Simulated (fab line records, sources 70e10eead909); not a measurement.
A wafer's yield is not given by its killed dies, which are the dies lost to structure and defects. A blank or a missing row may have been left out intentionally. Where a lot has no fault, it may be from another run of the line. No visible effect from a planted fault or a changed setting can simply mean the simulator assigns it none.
Which tool was responsible? :: flow nandHarc :: 38 wafers from 13 lots sampled at 4 of the route's 1159 steps

WHAT EACH GAUGE READ, for each wafer
Not one reading of a measure or inspect step in the record can be checked against a usual standard deviation.

WHICH TOOL RAN EACH LOT (tool, then ch and the chambers of the sampled wafers, then the start)
lot: L531
NHARC_A_SGD_CUT_DESCUM_14: rieDiel-09 ch 0,1,2, day 13 22:49
NHARC_A_SLIT_DEP_25: pecvd-03 ch 0,1,2, day 14 06:16
NHARC_A_WL_FILL_ALD_00: aldHk-04 ch 0,2,3, day 15 00:50
NHARC_A_WL_FILL_STRIP_29: rieDiel-04 ch 0,1,2, day 15 15:42

lot: L533
NHARC_A_SGD_CUT_DESCUM_14: rieDiel-09 ch 2,3, day 14 14:13
NHARC_A_SLIT_DEP_25: pecvd-03 ch 0,1,2, day 14 21:37
NHARC_A_WL_FILL_ALD_00: aldHk-03 ch 0,1,2, day 15 14:08
NHARC_A_WL_FILL_STRIP_29: rieDiel-03 ch 1,2,3, day 16 08:46

lot: L534
NHARC_A_SGD_CUT_DESCUM_14: rieDiel-08 ch 1,3, day 14 15:07
NHARC_A_SLIT_DEP_25: pecvd-03 ch 1, day 14 20:56
NHARC_A_WL_FILL_ALD_00: aldHk-03 ch 1,3, day 15 12:20
NHARC_A_WL_FILL_STRIP_29: rieDiel-12 ch 0,1, day 16 14:56

lot: L532
NHARC_A_SGD_CUT_DESCUM_14: rieDiel-09 ch 0,1,3, day 14 15:26
NHARC_A_SLIT_DEP_25: pecvd-04 ch 0,1,2, day 14 21:02
NHARC_A_WL_FILL_ALD_00: aldHk-03 ch 0,3, day 15 11:58
NHARC_A_WL_FILL_STRIP_29: rieDiel-03 ch 0,1,2, day 16 03:18

lot: L535
NHARC_A_SGD_CUT_DESCUM_14: rieDiel-08 ch 0,1,3, day 14 17:03
NHARC_A_SLIT_DEP_25: pecvd-03 ch 0,1, day 14 21:09
NHARC_A_WL_FILL_ALD_00: aldHk-03 ch 0,1, day 15 11:38
NHARC_A_WL_FILL_STRIP_29: rieDiel-04 ch 1,3, day 16 03:14

lot: L544
NHARC_A_SGD_CUT_DESCUM_14: rieDiel-08 ch 0,1,2, day 16 22:52
NHARC_A_SLIT_DEP_25: pecvd-04 ch 0,1,2, day 17 05:22
NHARC_A_WL_FILL_ALD_00: aldHk-02 ch 0,1,2, day 17 22:00
NHARC_A_WL_FILL_STRIP_29: rieDiel-12 ch 0,2,3, day 18 15:32

lot: L545
NHARC_A_SGD_CUT_DESCUM_14: rieDiel-08 ch 0,1,3, day 17 16:40
NHARC_A_SLIT_DEP_25: pecvd-04 ch 1,2, day 17 23:02
NHARC_A_WL_FILL_ALD_00: aldHk-04 ch 2,3, day 18 13:13
NHARC_A_WL_FILL_STRIP_29: rieDiel-03 ch 0,2, day 19 07:12

lot: L547
NHARC_A_SGD_CUT_DESCUM_14: rieDiel-08 ch 0,3, day 17 23:24
NHARC_A_SLIT_DEP_25: pecvd-03 ch 0,2, day 18 05:59
NHARC_A_WL_FILL_ALD_00: aldHk-03 ch 1,2,3, day 18 21:11
NHARC_A_WL_FILL_STRIP_29: rieDiel-03 ch 1,3, day 19 12:52

lot: L552
NHARC_A_SGD_CUT_DESCUM_14: rieDiel-09 ch 0,1,2, day 18 10:19
NHARC_A_SLIT_DEP_25: pecvd-04 ch 0,2, day 18 16:43
NHARC_A_WL_FILL_ALD_00: aldHk-03 ch 0,1, day 19 08:29
NHARC_A_WL_FILL_STRIP_29: rieDiel-12 ch 1,2, day 19 23:19

lot: L550
NHARC_A_SGD_CUT_DESCUM_14: rieDiel-08 ch 0,1,3, day 18 10:35
NHARC_A_SLIT_DEP_25: pecvd-03 ch 0,1, day 18 16:34
NHARC_A_WL_FILL_ALD_00: aldHk-03 ch 0,2,3, day 19 08:39
NHARC_A_WL_FILL_STRIP_29: rieDiel-03 ch 0,3, day 20 08:30

lot: L551
NHARC_A_SGD_CUT_DESCUM_14: rieDiel-10 ch 1,2,3, day 18 11:46
NHARC_A_SLIT_DEP_25: pecvd-02 ch 0,1,2, day 18 16:34
NHARC_A_WL_FILL_ALD_00: aldHk-03 ch 1,2,3, day 19 08:20
NHARC_A_WL_FILL_STRIP_29: rieDiel-04 ch 0,2,3, day 19 23:17

lot: L553
NHARC_A_SGD_CUT_DESCUM_14: rieDiel-08 ch 0,1,3, day 19 05:38
NHARC_A_SLIT_DEP_25: pecvd-03 ch 0,1, day 19 14:07
NHARC_A_WL_FILL_ALD_00: aldHk-03 ch 1,2,3, day 20 04:35
NHARC_A_WL_FILL_STRIP_29: rieDiel-12 ch 0,2,3, day 21 05:37

lot: L554
NHARC_A_SGD_CUT_DESCUM_14: rieDiel-10 ch 0,1,3, day 19 20:53
NHARC_A_SLIT_DEP_25: pecvd-04 ch 0,1,2, day 20 01:53
NHARC_A_WL_FILL_ALD_00: aldHk-04 ch 1,2, day 20 18:52
NHARC_A_WL_FILL_STRIP_29: rieDiel-04 ch 0,2,3, day 21 11:49
- NHARC_A_SGD_CUT_DESCUM_14: chemistry O2, time 3 s.
- NHARC_A_SLIT_DEP_25: deposits SiO2, target thk 200 nm.
- NHARC_A_WL_FILL_ALD_00: deposits Al2O3, target thk 3 nm, pulse time 3 s, ald cycles 30.
- NHARC_A_WL_FILL_STRIP_29: strips in O2, time 20 s.

AS READ BY THE TOOLS THEMSELVES (means over the sampled wafers that have a number; for cases with no such wafer, the mark the record gives instead)
NHARC_A_SGD_CUT_DESCUM_14. Usual: drypumpMotorCurrentA 5.7 A, standard deviation 0.47; oesProductAu 1.000 a.u., standard deviation 0.0098; rfVppV 57.8 V, standard deviation 1; showerheadPlenumPTorr 1.92 Torr, standard deviation 0.11; throttleValvePct 11.309 %, standard deviation 0.0092.
lot: L531
tool: rieDiel-09
drypumpMotorCurrentA (A): 6.1
oesProductAu (a.u.): 0.998
rfVppV (V): 58.6
showerheadPlenumPTorr (Torr): 1.95
throttleValvePct (%): 11.314
flag: 

lot: L533
tool: rieDiel-09
drypumpMotorCurrentA (A): 5.9
oesProductAu (a.u.): 0.993
rfVppV (V): 57.4
showerheadPlenumPTorr (Torr): 2.06
throttleValvePct (%): 11.312
flag: 

lot: L534
tool: rieDiel-08
drypumpMotorCurrentA (A): 5.5
oesProductAu (a.u.): 0.996
rfVppV (V): 57.5
showerheadPlenumPTorr (Torr): 1.92
throttleValvePct (%): 11.316
flag: 

lot: L532
tool: rieDiel-09
drypumpMotorCurrentA (A): 6.0
oesProductAu (a.u.): 0.999
rfVppV (V): 58.4
showerheadPlenumPTorr (Torr): 1.95
throttleValvePct (%): 11.305
flag: 

lot: L535
tool: rieDiel-08
drypumpMotorCurrentA (A): 5.8
oesProductAu (a.u.): 0.997
rfVppV (V): 57.9
showerheadPlenumPTorr (Torr): 1.94
throttleValvePct (%): 11.310
flag: 

lot: L544
tool: rieDiel-08
drypumpMotorCurrentA (A): 5.7
oesProductAu (a.u.): 1.002
rfVppV (V): 56.7
showerheadPlenumPTorr (Torr): 1.93
throttleValvePct (%): 11.315
flag: 

lot: L545
tool: rieDiel-08
drypumpMotorCurrentA (A): 5.8
oesProductAu (a.u.): 0.997
rfVppV (V): 57.9
showerheadPlenumPTorr (Torr): 1.94
throttleValvePct (%): 11.305
flag: 

lot: L547
tool: rieDiel-08
drypumpMotorCurrentA (A): 5.9
oesProductAu (a.u.): 0.988
rfVppV (V): 57.8
showerheadPlenumPTorr (Torr): 1.86
throttleValvePct (%): 11.307
flag: 

lot: L552
tool: rieDiel-09
drypumpMotorCurrentA (A): 6.1
oesProductAu (a.u.): 0.999
rfVppV (V): 58.0
showerheadPlenumPTorr (Torr): 1.95
throttleValvePct (%): 11.307
flag: 

lot: L550
tool: rieDiel-08
drypumpMotorCurrentA (A): 5.8
oesProductAu (a.u.): 1.000
rfVppV (V): 57.6
showerheadPlenumPTorr (Torr): 1.94
throttleValvePct (%): 11.304
flag: 

lot: L551
tool: rieDiel-10
drypumpMotorCurrentA (A): 5.6
oesProductAu (a.u.): 1.006
rfVppV (V): 58.7
showerheadPlenumPTorr (Torr): 1.94
throttleValvePct (%): 11.307
flag: 

lot: L553
tool: rieDiel-08
drypumpMotorCurrentA (A): 5.8
oesProductAu (a.u.): 0.991
rfVppV (V): 57.6
showerheadPlenumPTorr (Torr): 1.94
throttleValvePct (%): 11.313
flag: 

lot: L554
tool: rieDiel-10
drypumpMotorCurrentA (A): 5.3
oesProductAu (a.u.): 1.009
rfVppV (V): 57.9
showerheadPlenumPTorr (Torr): 1.92
throttleValvePct (%): 11.313
flag: 

NHARC_A_SLIT_DEP_25. Usual: heaterPowerW 554 W, standard deviation 82; throttleValvePct 15.9 %, standard deviation 0.64.
lot: L531
tool: pecvd-03
heaterPowerW (W): 494
throttleValvePct (%): 16.1
flag: 

lot: L533
tool: pecvd-03
heaterPowerW (W): 499
throttleValvePct (%): 16.2
flag: 

lot: L534
tool: pecvd-03
heaterPowerW (W): 502
throttleValvePct (%): 16.2
flag: 

lot: L532
tool: pecvd-04
heaterPowerW (W): 609
throttleValvePct (%): 15.8
flag: 

lot: L535
tool: pecvd-03
heaterPowerW (W): 547
throttleValvePct (%): 16.5
flag: 

lot: L544
tool: pecvd-04
heaterPowerW (W): 668
throttleValvePct (%): 15.4
flag: 

lot: L545
tool: pecvd-04
heaterPowerW (W): 698
throttleValvePct (%): 15.2
flag: 

lot: L547
tool: pecvd-03
heaterPowerW (W): 551
throttleValvePct (%): 16.2
flag: 

lot: L552
tool: pecvd-04
heaterPowerW (W): 634
throttleValvePct (%): 15.7
flag: 

lot: L550
tool: pecvd-03
heaterPowerW (W): 534
throttleValvePct (%): 16.7
flag: 

lot: L551
tool: pecvd-02
heaterPowerW (W): 566
throttleValvePct (%): 16.1
flag: 

lot: L553
tool: pecvd-03
heaterPowerW (W): 577
throttleValvePct (%): 16.6
flag: 

lot: L554
tool: pecvd-04
heaterPowerW (W): 644
throttleValvePct (%): 15.5
flag: 

NHARC_A_WL_FILL_ALD_00. Usual: heaterPowerW 466 W, standard deviation 38; precursorPulseHeightRel 1.001, standard deviation 0.019.
lot: L531
tool: aldHk-04
heaterPowerW (W): 453
precursorPulseHeightRel: 1.008
flag: 

lot: L533
tool: aldHk-03
heaterPowerW (W): 492
precursorPulseHeightRel: 1.000
flag: 

lot: L534
tool: aldHk-03
heaterPowerW (W): 456
precursorPulseHeightRel: 0.993
flag: 

lot: L532
tool: aldHk-03
heaterPowerW (W): 429
precursorPulseHeightRel: 0.983
flag: 

lot: L535
tool: aldHk-03
heaterPowerW (W): 480
precursorPulseHeightRel: 0.996
flag: 

lot: L544
tool: aldHk-02
heaterPowerW (W): 446
precursorPulseHeightRel: 1.004
flag: 

lot: L545
tool: aldHk-04
heaterPowerW (W): 478
precursorPulseHeightRel: 1.010
flag: 

lot: L547
tool: aldHk-03
heaterPowerW (W): 486
precursorPulseHeightRel: 0.990
flag: 

lot: L552
tool: aldHk-03
heaterPowerW (W): 465
precursorPulseHeightRel: 1.012
flag: 

lot: L550
tool: aldHk-03
heaterPowerW (W): 466
precursorPulseHeightRel: 1.009
flag: 

lot: L551
tool: aldHk-03
heaterPowerW (W): 483
precursorPulseHeightRel: 0.993
flag: 

lot: L553
tool: aldHk-03
heaterPowerW (W): 487
precursorPulseHeightRel: 1.011
flag: 

lot: L554
tool: aldHk-04
heaterPowerW (W): 492
precursorPulseHeightRel: 1.006
flag: 

NHARC_A_WL_FILL_STRIP_29. Usual: drypumpMotorCurrentA 5.7 A, standard deviation 0.46; oesProductAu 1.000 a.u., standard deviation 0.01; rfVppV 57.8 V, standard deviation 0.92; showerheadPlenumPTorr 3.53 Torr, standard deviation 0.14; throttleValvePct 17.036 %, standard deviation 0.009.
lot: L531
tool: rieDiel-04
drypumpMotorCurrentA (A): 5.6
oesProductAu (a.u.): 0.987
rfVppV (V): 57.4
showerheadPlenumPTorr (Torr): 3.41
throttleValvePct (%): 17.043
flag: 

lot: L533
tool: rieDiel-03
drypumpMotorCurrentA (A): 5.8
oesProductAu (a.u.): 0.996
rfVppV (V): 58.8
showerheadPlenumPTorr (Torr): 3.61
throttleValvePct (%): 17.034
flag: 

lot: L534
tool: rieDiel-12
drypumpMotorCurrentA (A): 5.5
oesProductAu (a.u.): 0.999
rfVppV (V): 58.5
showerheadPlenumPTorr (Torr): 3.58
throttleValvePct (%): 17.039
flag: 

lot: L532
tool: rieDiel-03
drypumpMotorCurrentA (A): 5.9
oesProductAu (a.u.): 1.008
rfVppV (V): 58.2
showerheadPlenumPTorr (Torr): 3.61
throttleValvePct (%): 17.032
flag: 

lot: L535
tool: rieDiel-04
drypumpMotorCurrentA (A): 6.2
oesProductAu (a.u.): 0.982
rfVppV (V): 58.4
showerheadPlenumPTorr (Torr): 3.71
throttleValvePct (%): 17.039
flag: 

lot: L544
tool: rieDiel-12
drypumpMotorCurrentA (A): 5.5
oesProductAu (a.u.): 1.008
rfVppV (V): 57.3
showerheadPlenumPTorr (Torr): 3.56
throttleValvePct (%): 17.040
flag: 

lot: L545
tool: rieDiel-03
drypumpMotorCurrentA (A): 5.8
oesProductAu (a.u.): 1.004
rfVppV (V): 56.9
showerheadPlenumPTorr (Torr): 3.63
throttleValvePct (%): 17.032
flag: 

lot: L547
tool: rieDiel-03
drypumpMotorCurrentA (A): 5.7
oesProductAu (a.u.): 1.003
rfVppV (V): 57.9
showerheadPlenumPTorr (Torr): 3.53
throttleValvePct (%): 17.028
flag: 

lot: L552
tool: rieDiel-12
drypumpMotorCurrentA (A): 6.1
oesProductAu (a.u.): 1.002
rfVppV (V): 57.8
showerheadPlenumPTorr (Torr): 3.47
throttleValvePct (%): 17.038
flag: 

lot: L550
tool: rieDiel-03
drypumpMotorCurrentA (A): 5.2
oesProductAu (a.u.): 0.996
rfVppV (V): 57.9
showerheadPlenumPTorr (Torr): 3.56
throttleValvePct (%): 17.023
flag: 

lot: L551
tool: rieDiel-04
drypumpMotorCurrentA (A): 5.8
oesProductAu (a.u.): 1.003
rfVppV (V): 58.3
showerheadPlenumPTorr (Torr): 3.47
throttleValvePct (%): 17.036
flag: 

lot: L553
tool: rieDiel-12
drypumpMotorCurrentA (A): 5.5
oesProductAu (a.u.): 1.008
rfVppV (V): 57.6
showerheadPlenumPTorr (Torr): 3.56
throttleValvePct (%): 17.035
flag: 

lot: L554
tool: rieDiel-04
drypumpMotorCurrentA (A): 5.8
oesProductAu (a.u.): 0.980
rfVppV (V): 58.5
showerheadPlenumPTorr (Torr): 3.47
throttleValvePct (%): 17.036
flag: 

THE ANSWER, worked out from the rows above alone
Rule: a lot is off if the mean of its wafers that have a number lies more than 3 standard deviations from the usual mean. A lot without any number at a reading at which 4 lots or more have one is off too. All remaining lots with rows at the step are treated as sound. Order of review: gauges by route order, followed by the tools' own readings, for which a lot's mean as printed above is used. The first step at which some lot is off is used, and at that step the reading that is off furthest; a lot without a number counts as furthest.
None of the lots is off at any reading shown; this tells nothing.

WHAT WAS PUT IN BY THE SIMULATOR
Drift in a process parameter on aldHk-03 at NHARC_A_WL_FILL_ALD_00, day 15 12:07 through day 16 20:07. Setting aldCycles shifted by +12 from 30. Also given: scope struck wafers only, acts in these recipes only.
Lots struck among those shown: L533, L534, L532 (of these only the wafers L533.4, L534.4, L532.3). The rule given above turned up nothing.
